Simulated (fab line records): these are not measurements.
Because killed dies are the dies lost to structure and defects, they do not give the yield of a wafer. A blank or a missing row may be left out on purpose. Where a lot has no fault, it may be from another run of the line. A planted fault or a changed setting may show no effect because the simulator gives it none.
fab line records	flow n5_finfet
record: lots: 24	wafers: 72	last_day: 18
route steps=1938 shown BEOL_M4@1057 BEOL_M5@1113
lots with no fault: from the same line, run without faults
start_h: start of the lot's first displayed wafer, in hours after the record's first day	wait_h: how many hours have passed since the lot's step before this one	" identical to the entry in the row above	L1.1+2: several wafers, shown together as one row	- no value present, or no start provided	* or withheld: withheld	< > ~ a bound
route shown NAME@n: NAME is a module with steps in the file, n the number in the route of the first one	usual: the fault-free wafers' mean and standard deviation	same: alike in all rows	chamber/n: place in a boat	sites: the reading at each site	_std_site: standard deviation of those values	_edge_site: the outer-site mean with the inner-site mean subtracted	radius_mm: how far each site lies from the wafer's centre	mask NAME#n: copy n	behind: the last tool/chamber to shape the wafer	hold: what put the lot on hold/how long, in hours/how the hold closed	device: whichever transistor did not switch (one of n, p or np)	end of line: tests of these same wafers at the route's end	where a step has no rows: the recipe by itself	killed: the dies lost at the first sort to structure and to defects; this is not the yield of the wafer	map: dies across one wafer; x = killed, . = not, _ = none there
set.NAME: the run value of the setting; set.NAME@STEP: its run value at that earlier step	model.NAME: the simulator's own value behind a step, which no gauge read
steps of the route over a sample of lots; a table a step, a row a wafer
services: when a tool's chamber went out of use (start_h, in hours from the record's first day, below 0 if earlier), for how many hours, and the reason
== steps ==
step: N5_BEOL_M4_OVL_MEAS_29
recipe: points_per_wafer: 522
usual: V3_OVL: 0.2/0.67
lot.wafer	tool	chamber	start_h	wait_h	V3_OVL[nm]
L075.2	overlay-02	0	155.32	0.0	0.7
L075.4	"	0	"	"	0.6
L075.6	"	0	"	"	0.5
L074.3	overlay-02	0	155.89	0.0	-0.4
L074.5	"	0	"	"	0.5
L074.6	"	0	"	"	0.4
L076.1	overlay-02	0	163.55	0.0	-1.1
L076.4	"	0	"	"	0.1
L076.5	"	0	"	"	-1.1
L077.1	overlay-02	0	179.09	0.0	0.6
L077.4	"	0	"	"	0.5
L077.6	"	0	"	"	1.0
L078.1	overlay-02	0	180.22	0.0	-0.3
L078.5	"	0	"	"	0.2
L078.6	"	0	"	"	-0.5
L079.1	overlay-02	0	184.82	0.0	-0.2
L079.2	"	0	"	"	0.9
L079.3	"	0	"	"	0.2
L080.1	overlay-01	0	192.72	0.0	1.2
L080.3	"	0	"	"	0.6
L080.6	"	0	"	"	0.6
L081.1	overlay-01	0	207.53	0.0	-0.4
L081.2	"	0	"	"	-0.4
L081.5	"	0	"	"	0.2
L082.3	overlay-02	0	207.66	0.0	-0.2
L082.4	"	0	"	"	0.0
L082.6	"	0	"	"	1.0
L083.2	overlay-01	0	210.23	0.0	-0.2
L083.4	"	0	"	"	0.2
L083.6	"	0	"	"	0.1
L084.2	overlay-02	0	213.58	0.0	-0.3
L084.3	"	0	"	"	0.2
L084.4	"	0	"	"	0.0
L086.2	overlay-02	0	223.78	0.0	-0.7
L086.3	"	0	"	"	0.0
L086.5	"	0	"	"	-0.2
L087.1	overlay-02	0	232.55	0.0	1.3
L087.4	"	0	"	"	0.8
L087.5	"	0	"	"	1.1
L085.1	overlay-02	0	236.14	0.0	0.5
L085.2	"	0	"	"	1.2
L085.5	"	0	"	"	0.8
L088.2	overlay-02	0	237.57	0.0	0.7
L088.4	"	0	"	"	0.3
L088.5	"	0	"	"	0.9
L089.1	overlay-01	0	249.04	0.0	-0.1
L089.5	"	0	"	"	1.3
L089.6	"	0	"	"	0.6
L090.3	overlay-02	0	249.89	0.0	0.3
L090.4	"	0	"	"	1.4
L090.6	"	0	"	"	-0.1
L091.1	overlay-02	0	258.20	0.0	0.1
L091.5	"	0	"	"	0.2
L091.6	"	0	"	"	0.2
L093.1	overlay-02	0	272.86	0.0	1.1
L093.4	"	0	"	"	0.5
L093.6	"	0	"	"	1.3
L094.2	overlay-01	0	284.04	0.0	0.3
L094.4	"	0	"	"	0.9
L094.5	"	0	"	"	0.3
L092.1	overlay-01	0	285.11	0.0	0.1
L092.3	"	0	"	"	-0.1
L092.4	"	0	"	"	-0.3
L095.3	overlay-01	0	292.96	0.0	0.3
L095.5	"	0	"	"	0.3
L095.6	"	0	"	"	0.0
L096.1	overlay-01	0	305.91	0.0	-1.0
L096.4	"	0	"	"	-1.1
L096.5	"	0	"	"	-0.6
L097.1	overlay-02	0	313.72	0.0	-0.9
L097.5	"	0	"	"	-1.4
L097.6	"	0	"	"	-0.3
step: N5_BEOL_M4_STRIP_97
recipe: chemistry: N2/H2	time_s: 10	power_w: 450	temp_c: 40	pressure_mtorr: 20	rf_frequency_hz: 6e+07	bias_power_w: 7	n2_flow_sccm: 200	h2_flow_sccm: 200
usual: drypump_motor_current_A: 5.8/0.46	oes_product_au: 0.80/0.1	rf_vpp_V: 59.1/0.85	showerhead_plenum_p_Torr: 2.51/0.087	throttle_valve_pct: 23.6/0.4
lot.wafer	tool	chamber	start_h	wait_h	drypump_motor_current_A	oes_product_au	rf_hours_counter_h	rf_vpp_V	showerhead_plenum_p_Torr	throttle_valve_pct
L075.2	rie_diel-05	1	-	-	6.1	0.87	36	58.8	2.51	23.6
L075.4	"	2	"	"	5.1	0.71	-	58.5	2.64	23.5
L075.6	"	0	"	"	5.8	0.68	-	58.3	2.38	23.5
L074.3	rie_diel-04	1	-	-	5.3	0.70	180	60.5	2.43	23.0
L074.5	"	2	"	"	5.8	0.72	-	58.3	2.65	23.9
L074.6	"	3	"	"	5.4	0.89	-	58.1	2.48	22.9
L076.1	rie_diel-06	3	-	-	6.5	0.86	52	58.4	2.48	23.6
L076.4	"	0	"	"	6.6	0.69	241	58.4	2.48	23.8
L076.5	"	3	"	"	6.5	0.86	-	59.4	2.48	23.6
L077.1	rie_diel-04	2	-	-	5.8	0.72	178	59.4	2.65	23.9
L077.4	"	1	"	"	5.2	0.70	187	59.1	2.42	23.0
L077.6	"	3	"	"	5.4	0.88	-	59.6	2.48	22.9
L078.1	rie_diel-04	2	-	-	5.8	0.72	179	59.9	2.64	23.9
L078.5	"	2	"	"	5.8	0.72	-	57.9	2.64	23.9
L078.6	"	3	"	"	5.3	0.88	-	57.5	2.48	22.9
L079.1	rie_diel-06	2	-	-	5.5	0.69	200	57.4	2.43	24.0
L079.2	"	1	"	"	6.0	0.70	239	59.5	2.50	23.9
L079.3	"	0	"	"	6.6	0.68	247	59.0	2.47	23.8
L080.1	rie_diel-05	0	-	-	5.8	0.67	253	58.0	2.37	23.5
L080.3	"	2	"	"	5.1	0.70	218	59.8	2.63	23.5
L080.6	"	2	"	"	5.1	0.70	-	60.6	2.63	23.5
L081.1	rie_diel-05	3	-	-	5.6	0.67	259	59.8	2.51	24.5
L081.2	"	1	"	"	6.1	0.85	54	59.9	2.50	23.7
L081.5	"	1	"	"	6.1	0.84	-	60.6	2.50	23.7
L082.3	rie_diel-05	1	-	-	6.1	0.86	-	59.8	2.50	23.6
L082.4	"	3	"	"	5.6	0.68	-	60.2	2.51	24.5
L082.6	"	3	"	"	5.6	0.68	-	59.6	2.51	24.5
L083.2	rie_diel-05	1	-	-	6.1	0.86	-	58.6	2.50	23.7
L083.4	"	1	"	"	6.0	0.85	-	57.8	2.50	23.7
L083.6	"	1	"	"	6.0	0.85	-	58.0	2.50	23.6
L084.2	rie_diel-04	1	-	-	5.2	0.69	201	60.2	2.42	23.0
L084.3	"	2	"	"	5.8	0.70	194	59.2	2.64	23.9
L084.4	"	2	"	"	5.8	0.71	-	58.5	2.64	23.9
L086.2	rie_diel-06	0	-	-	6.6	0.99	0	59.6	2.47	23.3
L086.3	"	2	"	"	5.5	0.67	219	57.6	2.43	24.0
L086.5	"	0	"	"	6.6	0.98	-	57.5	2.47	23.2
L087.1	rie_diel-05	2	-	-	5.1	0.70	231	59.1	2.62	23.5
L087.4	"	1	"	"	6.1	0.84	67	58.4	2.49	23.7
L087.5	"	0	"	"	5.7	0.94	-	60.0	2.68	23.0
L085.1	rie_diel-06	2	-	-	5.4	0.67	223	58.8	2.43	24.1
L085.2	"	0	"	"	6.6	0.95	4	58.8	2.47	23.3
L085.5	"	0	"	"	6.6	0.95	-	59.7	2.47	23.3
L088.2	rie_diel-06	0	-	-	6.7	0.94	5	58.6	2.47	23.3
L088.4	"	3	"	"	6.5	0.82	-	59.3	2.46	23.6
L088.5	"	0	"	"	6.7	0.95	-	59.3	2.47	23.3
L089.1	rie_diel-04	2	-	-	5.8	0.69	213	58.6	2.63	24.0
L089.5	"	0	"	"	5.7	0.92	-	60.6	2.71	23.6
L089.6	"	3	"	"	5.4	0.83	-	59.1	2.46	23.0
L090.3	rie_diel-05	0	-	-	5.7	0.91	16	59.1	2.68	23.0
L090.4	"	1	"	"	6.1	0.82	77	60.5	2.49	23.7
L090.6	"	2	"	"	5.1	0.70	-	59.6	2.62	23.5
L091.1	rie_diel-06	0	-	-	6.6	0.92	17	58.3	2.47	23.3
L091.5	"	1	"	"	6.0	0.96	-	58.1	2.49	23.5
L091.6	"	2	"	"	5.4	0.67	-	58.8	2.42	24.1
L093.1	rie_diel-04	1	-	-	5.2	0.67	225	58.6	2.41	23.1
L093.4	"	3	"	"	5.3	0.82	74	59.3	2.46	23.0
L093.6	"	2	"	"	5.8	0.68	-	58.9	2.63	24.0
L094.2	rie_diel-05	0	-	-	5.7	0.89	25	61.0	2.68	23.0
L094.4	"	0	"	"	5.7	0.89	-	62.2	2.68	23.1
L094.5	"	3	"	"	5.6	0.94	-	57.6	2.51	24.3
L092.1	rie_diel-06	2	-	-	5.5	0.66	242	59.2	2.42	24.1
L092.3	"	0	"	"	6.7	0.90	22	59.3	2.46	23.3
L092.4	"	3	"	"	6.5	0.81	96	59.6	2.46	23.7
L095.3	rie_diel-06	0	-	-	6.6	0.89	25	56.9	2.46	23.3
L095.5	"	1	"	"	6.0	0.93	-	59.2	2.48	23.5
L095.6	"	0	"	"	6.6	0.88	-	58.9	2.46	23.3
L096.1	rie_diel-04	3	-	-	5.4	0.81	85	58.9	2.45	23.0
L096.4	"	1	"	"	5.2	0.66	-	59.2	2.40	23.0
L096.5	"	3	"	"	5.4	0.81	-	59.0	2.45	23.0
L097.1	rie_diel-04	2	-	-	5.8	0.69	228	59.8	2.62	24.0
L097.5	"	0	"	"	5.6	0.88	-	59.5	2.70	23.6
L097.6	"	3	"	"	5.3	0.80	-	59.2	2.45	23.0
step: N5_BEOL_M4_OCD_MEAS_38
usual: trench_depth_nm: 55.4/1.4
lot.wafer	tool	chamber	start_h	wait_h	trench_depth_nm
L075.2	ocd-02	-	156.79	-	56.5
L075.4	"	-	"	"	53.0
L075.6	"	-	"	"	55.9
L074.3	ocd-02	-	157.10	-	53.5
L074.5	"	-	"	"	54.4
L074.6	"	-	"	"	56.3
L076.1	ocd-02	-	174.65	-	56.8
L076.4	"	-	"	"	54.0
L076.5	"	-	"	"	57.4
L077.1	ocd-01	-	180.70	-	55.3
L077.4	"	-	"	"	53.3
L077.6	"	-	"	"	56.1
L078.1	ocd-01	-	182.65	-	54.2
L078.5	"	-	"	"	55.3
L078.6	"	-	"	"	56.6
L079.1	ocd-02	-	187.37	-	54.6
L079.2	"	-	"	"	56.9
L079.3	"	-	"	"	54.2
L080.1	ocd-01	-	195.25	-	54.1
L080.3	"	-	"	"	53.3
L080.6	"	-	"	"	53.9
L081.1	ocd-02	-	208.55	-	53.9
L081.2	"	-	"	"	56.1
L081.5	"	-	"	"	56.5
L082.3	ocd-02	-	209.41	-	56.1
L082.4	"	-	"	"	54.2
L082.6	"	-	"	"	54.1
L083.2	ocd-01	-	214.45	-	57.3
L083.4	"	-	"	"	56.9
L083.6	"	-	"	"	56.8
L084.2	ocd-02	-	215.41	-	53.6
L084.3	"	-	"	"	54.4
L084.4	"	-	"	"	54.6
L086.2	ocd-01	-	231.20	-	55.4
L086.3	"	-	"	"	53.4
L086.5	"	-	"	"	55.4
L087.1	ocd-01	-	235.09	-	54.5
L087.4	"	-	"	"	56.1
L087.5	"	-	"	"	56.1
L085.1	ocd-01	-	238.23	-	53.7
L085.2	"	-	"	"	55.3
L085.5	"	-	"	"	55.9
L088.2	ocd-02	-	238.71	-	55.2
L088.4	"	-	"	"	56.8
L088.5	"	-	"	"	54.5
L089.1	ocd-01	-	262.27	-	54.5
L089.5	"	-	"	"	54.3
L089.6	"	-	"	"	55.9
L090.3	ocd-01	-	265.79	-	56.6
L090.4	"	-	"	"	56.3
L090.6	"	-	"	"	54.3
L091.1	ocd-02	-	271.52	-	55.3
L091.5	"	-	"	"	58.2
L091.6	"	-	"	"	54.1
L093.1	ocd-01	-	283.64	-	54.0
L093.4	"	-	"	"	56.2
L093.6	"	-	"	"	53.8
L094.2	ocd-02	-	292.16	-	55.9
L094.4	"	-	"	"	57.1
L094.5	"	-	"	"	55.2
L092.1	ocd-01	-	292.16	-	53.7
L092.3	"	-	"	"	54.5
L092.4	"	-	"	"	56.4
L095.3	ocd-01	-	299.69	-	54.7
L095.5	"	-	"	"	58.2
L095.6	"	-	"	"	54.5
L096.1	ocd-01	-	314.51	-	55.5
L096.4	"	-	"	"	52.9
L096.5	"	-	"	"	55.9
L097.1	ocd-01	-	321.35	-	54.3
L097.5	"	-	"	"	54.7
L097.6	"	-	"	"	56.2
step: N5_BEOL_M4_INSPECT_59
recipe: inspect_instrument: darkfield	mode: post_dep
usual: raw_defect_count: 75/25
lot.wafer	tool	chamber	start_h	wait_h	raw_defect_count
L075.2	defect_inspect-02	-	160.63	0.0	63
L075.4	"	-	"	"	78
L075.6	"	-	"	"	121
L074.3	defect_inspect-01	-	161.03	0.0	88
L074.5	"	-	"	"	156
L074.6	"	-	"	"	79
L076.1	defect_inspect-02	-	180.53	0.0	84
L076.4	"	-	"	"	108
L076.5	"	-	"	"	90
L077.1	defect_inspect-02	-	185.72	0.0	102
L077.4	"	-	"	"	67
L077.6	"	-	"	"	76
L078.1	defect_inspect-01	-	186.84	0.0	58
L078.5	"	-	"	"	87
L078.6	"	-	"	"	33
L079.1	defect_inspect-01	-	192.34	0.0	73
L079.2	"	-	"	"	44
L079.3	"	-	"	"	32
L080.1	defect_inspect-01	-	199.90	0.0	51
L080.3	"	-	"	"	56
L080.6	"	-	"	"	101
L081.1	defect_inspect-01	-	212.65	0.0	115
L081.2	"	-	"	"	80
L081.5	"	-	"	"	69
L082.3	defect_inspect-02	-	216.02	0.0	70
L082.4	"	-	"	"	58
L082.6	"	-	"	"	53
L083.2	defect_inspect-02	-	218.06	0.0	56
L083.4	"	-	"	"	83
L083.6	"	-	"	"	77
L084.2	defect_inspect-02	-	219.87	0.0	72
L084.3	"	-	"	"	141
L084.4	"	-	"	"	94
L086.2	defect_inspect-01	-	237.07	0.0	90
L086.3	"	-	"	"	39
L086.5	"	-	"	"	95
L087.1	defect_inspect-01	-	239.38	0.0	74
L087.4	"	-	"	"	68
L087.5	"	-	"	"	120
L085.1	defect_inspect-02	-	242.00	0.0	49
L085.2	"	-	"	"	63
L085.5	"	-	"	"	38
L088.2	defect_inspect-02	-	243.32	0.0	76
L088.4	"	-	"	"	58
L088.5	"	-	"	"	50
L089.1	defect_inspect-01	-	266.59	0.0	106
L089.5	"	-	"	"	65
L089.6	"	-	"	"	119
L090.3	defect_inspect-01	-	269.86	0.0	56
L090.4	"	-	"	"	66
L090.6	"	-	"	"	69
L091.1	defect_inspect-02	-	276.91	0.0	73
L091.5	"	-	"	"	57
L091.6	"	-	"	"	57
L093.1	defect_inspect-02	-	288.24	0.0	90
L093.4	"	-	"	"	50
L093.6	"	-	"	"	70
L094.2	defect_inspect-02	-	295.96	0.0	101
L094.4	"	-	"	"	169
L094.5	"	-	"	"	89
L092.1	defect_inspect-02	-	296.11	0.0	57
L092.3	"	-	"	"	75
L092.4	"	-	"	"	52
L095.3	defect_inspect-02	-	305.12	0.0	66
L095.5	"	-	"	"	56
L095.6	"	-	"	"	91
L096.1	defect_inspect-02	-	319.85	0.0	81
L096.4	"	-	"	"	57
L096.5	"	-	"	"	41
L097.1	defect_inspect-01	-	325.30	0.0	39
L097.5	"	-	"	"	50
L097.6	"	-	"	"	41
step: N5_BEOL_M5_CURE_79
recipe: temp_c: 385	time_s: 240	ambient: He/Ar	material: SiCOH_lowk
usual: lamp_power_pct: 52.32/0.052	wafer_temp_C_max: 387.0/0.54
lot.wafer	tool	chamber	start_h	wait_h	lamp_power_pct	wafer_temp_C_max
L075.2	uv_cure-01	1	161.76	0.1	52.27	387.8
L075.4	"	1	"	"	52.31	387.3
L075.6	"	1	"	"	52.25	387.3
L074.3	uv_cure-01	2	162.32	0.3	52.25	387.2
L074.5	"	2	"	"	52.38	386.7
L074.6	"	2	"	"	52.24	387.7
L076.1	uv_cure-01	2	181.59	0.0	52.32	387.2
L076.4	"	2	"	"	52.31	387.6
L076.5	"	2	"	"	52.29	387.2
L077.1	uv_cure-01	1	186.78	0.0	52.34	387.8
L077.4	"	1	"	"	52.28	387.3
L077.6	"	1	"	"	52.30	386.9
L078.1	uv_cure-03	1	187.89	0.0	52.23	386.3
L078.5	"	1	"	"	52.40	386.4
L078.6	"	1	"	"	52.41	386.2
L079.1	uv_cure-02	2	193.38	0.0	52.28	387.9
L079.2	"	2	"	"	52.25	387.3
L079.3	"	2	"	"	52.31	387.2
L080.1	uv_cure-02	1	200.95	0.0	52.34	386.7
L080.3	"	1	"	"	52.34	386.8
L080.6	"	1	"	"	52.26	386.2
L081.1	uv_cure-02	2	213.70	0.0	52.31	387.4
L081.2	"	2	"	"	52.31	387.7
L081.5	"	2	"	"	52.33	387.3
L082.3	uv_cure-01	1	217.25	0.2	52.42	387.2
L082.4	"	1	"	"	52.28	387.3
L082.6	"	1	"	"	52.32	386.7
L083.2	uv_cure-02	0	219.20	0.1	52.32	386.8
L083.4	"	0	"	"	52.28	387.1
L083.6	"	0	"	"	52.35	387.2
L084.2	uv_cure-01	0	220.99	0.1	52.33	386.6
L084.3	"	0	"	"	52.23	386.8
L084.4	"	0	"	"	52.40	386.6
L086.2	uv_cure-03	0	238.20	0.1	52.36	386.3
L086.3	"	0	"	"	52.37	386.2
L086.5	"	0	"	"	52.32	385.9
L087.1	uv_cure-03	0	240.42	0.0	52.27	386.1
L087.4	"	0	"	"	52.34	386.1
L087.5	"	0	"	"	52.29	386.0
L085.1	uv_cure-02	0	243.07	0.1	52.39	387.5
L085.2	"	0	"	"	52.35	386.8
L085.5	"	0	"	"	52.34	386.7
L088.2	uv_cure-03	2	244.47	0.1	52.37	386.6
L088.4	"	2	"	"	52.32	386.3
L088.5	"	2	"	"	52.28	386.6
L089.1	uv_cure-01	2	267.64	0.0	52.34	386.7
L089.5	"	2	"	"	52.23	387.4
L089.6	"	2	"	"	52.25	387.9
L090.3	uv_cure-01	2	271.06	0.2	52.29	387.0
L090.4	"	2	"	"	52.37	387.1
L090.6	"	2	"	"	52.30	387.3
L091.1	uv_cure-02	0	277.96	0.0	52.31	386.5
L091.5	"	0	"	"	52.31	386.7
L091.6	"	0	"	"	52.33	387.6
L093.1	uv_cure-03	1	289.29	0.0	52.29	386.2
L093.4	"	1	"	"	52.25	386.2
L093.6	"	1	"	"	52.37	386.2
L092.1	uv_cure-02	2	297.16	0.0	52.27	387.0
L092.3	"	2	"	"	52.29	387.2
L092.4	"	2	"	"	52.32	387.2
L094.2	uv_cure-03	2	297.17	0.2	52.39	386.8
L094.4	"	2	"	"	52.28	386.7
L094.5	"	2	"	"	52.43	386.0
L095.3	uv_cure-03	1	306.48	0.4	52.40	386.7
L095.5	"	1	"	"	52.30	386.3
L095.6	"	1	"	"	52.16	386.2
L096.1	uv_cure-01	0	320.90	0.0	52.35	387.2
L096.4	"	0	"	"	52.32	386.7
L096.5	"	0	"	"	52.29	387.0
L097.1	uv_cure-02	2	326.35	0.0	52.23	387.3
L097.5	"	2	"	"	52.35	387.5
L097.6	"	2	"	"	52.27	387.1
step: N5_BEOL_M5_OVL_MEAS_29
recipe: points_per_wafer: 522
usual: V4_OVL: 0.2/0.66
lot.wafer	tool	chamber	start_h	wait_h	V4_OVL[nm]
L075.2	overlay-02	0	164.17	0.0	1.5
L075.4	"	0	"	"	0.9
L075.6	"	0	"	"	1.3
L074.3	overlay-02	0	164.73	0.0	0.0
L074.5	"	0	"	"	-1.5
L074.6	"	0	"	"	-0.1
L076.1	overlay-02	0	184.76	0.0	0.3
L076.4	"	0	"	"	0.1
L076.5	"	0	"	"	0.8
L077.1	overlay-01	0	190.06	0.0	-0.4
L077.4	"	0	"	"	-0.6
L077.6	"	0	"	"	0.0
L078.1	overlay-02	0	191.84	0.0	-0.1
L078.5	"	0	"	"	-0.5
L078.6	"	0	"	"	0.8
L079.1	overlay-02	0	196.13	0.0	-0.5
L079.2	"	0	"	"	0.5
L079.3	"	0	"	"	0.0
L080.1	overlay-01	0	206.09	0.0	0.5
L080.3	"	0	"	"	-1.0
L080.6	"	0	"	"	-0.5
L081.1	overlay-02	0	216.41	0.0	0.5
L081.2	"	0	"	"	0.0
L081.5	"	0	"	"	0.4
L082.3	overlay-01	0	221.56	0.0	1.0
L082.4	"	0	"	"	-0.5
L082.6	"	0	"	"	0.6
L083.2	overlay-01	0	222.09	0.0	0.8
L083.4	"	0	"	"	1.1
L083.6	"	0	"	"	0.4
L084.2	overlay-01	0	224.57	0.0	-0.5
L084.3	"	0	"	"	0.5
L084.4	"	0	"	"	-0.2
L086.2	overlay-01	0	240.96	0.0	-0.7
L086.3	"	0	"	"	0.3
L086.5	"	0	"	"	-0.2
L087.1	overlay-02	0	242.95	0.0	-1.0
L087.4	"	0	"	"	-0.2
L087.5	"	0	"	"	-0.5
L085.1	overlay-02	0	245.57	0.0	0.8
L085.2	"	0	"	"	1.0
L085.5	"	0	"	"	0.2
L088.2	overlay-01	0	246.92	0.0	1.9
L088.4	"	0	"	"	0.8
L088.5	"	0	"	"	0.4
L090.3	overlay-01	0	277.33	0.0	-0.7
L090.4	"	0	"	"	-0.4
L090.6	"	0	"	"	0.0
L089.1	overlay-01	0	277.49	0.0	1.0
L089.5	"	0	"	"	0.6
L089.6	"	0	"	"	0.4
L091.1	overlay-01	0	282.78	0.0	0.5
L091.5	"	0	"	"	0.3
L091.6	"	0	"	"	0.6
L093.1	overlay-02	0	291.69	0.0	0.2
L093.4	"	0	"	"	-0.4
L093.6	"	0	"	"	0.0
L092.1	overlay-01	0	301.42	0.0	-0.5
L092.3	"	0	"	"	-0.5
L092.4	"	0	"	"	-1.0
L094.2	overlay-01	0	301.60	0.0	-0.6
L094.4	"	0	"	"	0.5
L094.5	"	0	"	"	0.3
L095.3	overlay-01	0	311.34	0.0	0.0
L095.5	"	0	"	"	-0.3
L095.6	"	0	"	"	-0.5
L096.1	overlay-01	0	323.87	0.0	1.3
L096.4	"	0	"	"	-0.6
L096.5	"	0	"	"	0.7
L097.1	overlay-02	0	332.46	0.0	0.1
L097.5	"	0	"	"	-0.7
L097.6	"	0	"	"	-0.5
== services ==
tool	chamber	start_h	hours	kind
rie_diel-05	3	134.08	65.0	repair
uv_cure-03	-	156.28	0.6	repair
uv_cure-02	-	172.99	1.0	pm
rie_diel-05	1	183.09	9.7	repair
uv_cure-03	-	192.98	0.3	repair
rie_diel-06	0	194.55	-	clean
rie_diel-06	0	194.55	-	consumable_replace:focus_ring
rie_diel-06	0	194.55	34.3	scheduled_down
rie_diel-06	0	194.55	34.3	vent_cycle
uv_cure-03	-	208.83	2.1	pm
rie_diel-05	3	209.61	4.5	repair
rie_diel-05	0	223.81	5.5	repair
uv_cure-01	-	249.66	0.5	repair
uv_cure-01	-	250.81	0.8	repair
uv_cure-03	-	264.08	1.0	pm
rie_diel-04	-	266.81	2.4	repair
rie_diel-06	-	267.21	0.6	repair
rie_diel-06	-	275.37	4.3	pm
uv_cure-01	-	276.86	1.2	repair
uv_cure-01	-	292.76	14.6	pm
rie_diel-06	2	294.86	13.9	repair
rie_diel-04	2	302.94	7.1	repair
rie_diel-04	2	310.68	4.4	repair
uv_cure-03	-	323.29	7.1	pm
== key ==
fault none
